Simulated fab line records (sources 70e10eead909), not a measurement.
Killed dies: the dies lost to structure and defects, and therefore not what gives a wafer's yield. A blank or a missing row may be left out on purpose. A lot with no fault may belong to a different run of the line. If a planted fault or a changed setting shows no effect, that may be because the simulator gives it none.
Chamber matching    flow nand harc    rie diel-10 running NHARC_A_CONTACT_ETCH_91: 4 sister chambers
The step etches the open film in CH3F/O2, target depth 40 nm, time 85.7 s. 8 wafers are shown with their chamber, then 7 later ones without.

EACH WAFER AND ITS CHAMBER
wafer   chamber  showerhead plenum p Torr (Torr)  rf vpp V (V)
L901.5  0        2.59                             245.5
L913.3  2        2.31                             241.8
L913.5  3        2.33                             242.7
L914.2  3        2.32                             240.3
L914.4  1        2.51                             244.9
L914.5  0        2.58                             246.7
L917.1  1        2.51                             245.4
L917.3  2        2.31                             241.5

WAFERS WITHOUT THEIR CHAMBER
wafer   showerhead plenum p Torr (Torr)  rf vpp V (V)
L917.6  2.58                             246.8
L918.3  2.51                             244.6
L918.4  2.58                             246.1
L918.6  2.32                             242.5
L923.4  2.51                             245.7
L923.5  2.51                             246.6
L923.6  2.58                             244.6

WHICH CHAMBER EACH ONE RAN IN
wafer   from the rows above      in truth
L917.6  0                        0
L918.3  1                        1
L918.4  0                        0
L918.6  can't be placed: 3 or 2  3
L923.4  1                        1
L923.5  1                        1
L923.6  0                        0
Correctly placed: 6 of 7. Unplaceable from these rows: 1, with the true chamber sitting among the candidates in 1. 0 placed wrongly.
How it was worked out, from the rows above alone: a wafer's distance from a chamber is the root of the sum, over the readings, of the square of ((its reading less the chamber's mean) divided by the reading's scatter). If the next closest chamber is less than 2 further off than the closest, the wafer can't be placed; otherwise it belongs to the closest. Each chamber's mean is taken over the wafers shown for it. The scatter is the square root of a quotient: the sum, over the shown wafers, of each reading's squared deviation from its chamber's mean, divided by wafers minus chambers.
